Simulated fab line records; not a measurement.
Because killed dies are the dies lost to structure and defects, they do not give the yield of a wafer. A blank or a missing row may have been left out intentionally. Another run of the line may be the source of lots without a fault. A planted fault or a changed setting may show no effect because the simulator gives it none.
A struck lot beside a sound one | flow n5_finfet | 37 steps out of a route of 1938
Sound: these wafers, L222.3, L222.4, L222.6. Struck: wafer L240.3 (left out: L240.2, L240.6 of the same lot, which were not struck); the cause appears at the end.
Per side, at each step with rows, come the tool, then ch with its chambers, and then its first start. Under that, the readings that differ: sound wafers | struck wafers | difference of the means | sigmas: that difference in standard deviations of wafers without a fault.
alike: readings whose means differ by less than 2 such deviations, and words and numbers that are the same on both sides. not compared: withheld readings, readings that some wafer has no value for, bounds like >300 that may hide the same value, and numbers for which the record gives no deviation and whose values overlap.
Wherever a step has rows on one side only, a row that says differs or no value, or a row with sigmas, the two part there. When numbers do not overlap yet have no deviation, they are printed without sigmas and do not part them. Lack of a reading on every wafer of one side parts them only where that side has two or more wafers.

first, 9 steps without rows for these wafers: N5_GATE_CUT_COAT_07 (resist thk 30 nm); N5_GATE_CUT_EBR_09; N5_GATE_CUT_SOFTBAKE_08 (time 60 s); N5_GATE_CUT_EXPOSE_10 (exposes mask GATE CUT, target cd 20 nm); N5_GATE_CUT_PEB_11 (peb time 60 s); N5_GATE_CUT_DEVELOP_12 (develop time 30 s); N5_GATE_CUT_DESCUM_18 (chemistry O2, time 7 s); N5_GATE_CUT_ETCH_28 (etches underlayer in N2/H2, target depth 13 nm, time 10.4 s); N5_GATE_CUT_ETCH_36 (etches SiARC in CF4, target depth 13 nm, time 21.7 s).
N5_GATE_CUT_ETCH_37: etches SOC in N2/H2, target depth 60 nm, overetch 12 nm, time 90 s.
  sound on rie_diel-02 ch 1,3, day 5 03:45; struck on rie_diel-04 ch 3, day 9 14:28
  alike: drypump_motor_current_A, oes_product_au, rf_vpp_V, showerhead_plenum_p_Torr, throttle_valve_pct
  not compared: rf_hours_counter_h
then, 26 steps without rows for these wafers: N5_GATE_CUT_STRIP_38 (strips in N2/H2); N5_GATE_CUT_STRIP_39 (strips in N2/H2); N5_GATE_CUT_HM_OPEN_40 (chemistry C4F6/O2, target SiO2, target depth 139 nm, time 85.1 s); N5_GATE_CUT_STRIP_41 (strips in CF4); N5_GATE_CUT_STRIP_42 (strips in O2); N5_GATE_CUT_ETCH_19 (etches SiNx in CH3F/O2, target depth 53.7 nm, time 76.7 s); N5_GATE_CUT_CUT_ETCH_53 (etches W in SF6/Cl2, target depth 79.2 nm); N5_GATE_CUT_CUT_ETCH_54 (etches TiN in Cl2/BCl3, target depth 96.7 nm); N5_GATE_CUT_CUT_ETCH_55 (etches HfO2 in BCl3, target depth 3.2 nm); N5_GATE_CUT_ETCH_47 (etches SiO2 in Cl2/BCl3, target depth 10 nm); N5_GATE_CUT_VAPOR_ETCH_48 (etches TiN in BCl3/Cl2); N5_GATE_CUT_VAPOR_ETCH_49 (etches TiAlC in BCl3/Cl2); N5_GATE_CUT_VAPOR_ETCH_51 (etches HfO2 in BCl3/Cl2); N5_GATE_CUT_STRIP_21 (strips in N2/H2, time 30 s); N5_GATE_CUT_STRIP_29 (strips in post etch residue remover, time 60 s); N5_GATE_CUT_SRD_52 (time 30 s); N5_GATE_CUT_ALD_22 (deposits SiNx, target thk 16 nm, pulse time 1 s, ald cycles 320); N5_GATE_CUT_CMP_23 (polishes, stops on SiO2, t overpolish 23.4 s, target thk 16 nm); N5_GATE_CUT_CMP_43 (polishes SiO2); N5_GATE_CUT_CMP_61 (polishes, stops on SiNx, t overpolish 3 s); N5_MOL_CONTACT_COAG_COAT_103 (time 60 s, resist thk 80 nm); N5_MOL_CONTACT_COAG_COAT_104 (time 60 s, resist thk 12 nm); N5_MOL_CONTACT_COAG_COAT_58 (time 60 s, resist thk 10 nm); N5_MOL_CONTACT_COAG_COAT_02 (resist thk 30 nm); N5_MOL_CONTACT_COAG_EBR_04; N5_MOL_CONTACT_COAG_SOFTBAKE_03 (time 60 s).
-- a jump in the record: the struck wafers' starts before and after are 9 days apart (it breaks off in module MOL_CONTACT_COAG and resumes in module PASSIVATION, where the first step shown is number 1936 of the route) --
N5_PASSIVATION_PROBE_49:
  the record has rows for the struck wafers here (prober-01, day 18 23:41) and none for the sound ones

== WHERE THEY PART ==
Only at N5_PASSIVATION_PROBE_49, within this record.

WHY: what had been put in by the simulator
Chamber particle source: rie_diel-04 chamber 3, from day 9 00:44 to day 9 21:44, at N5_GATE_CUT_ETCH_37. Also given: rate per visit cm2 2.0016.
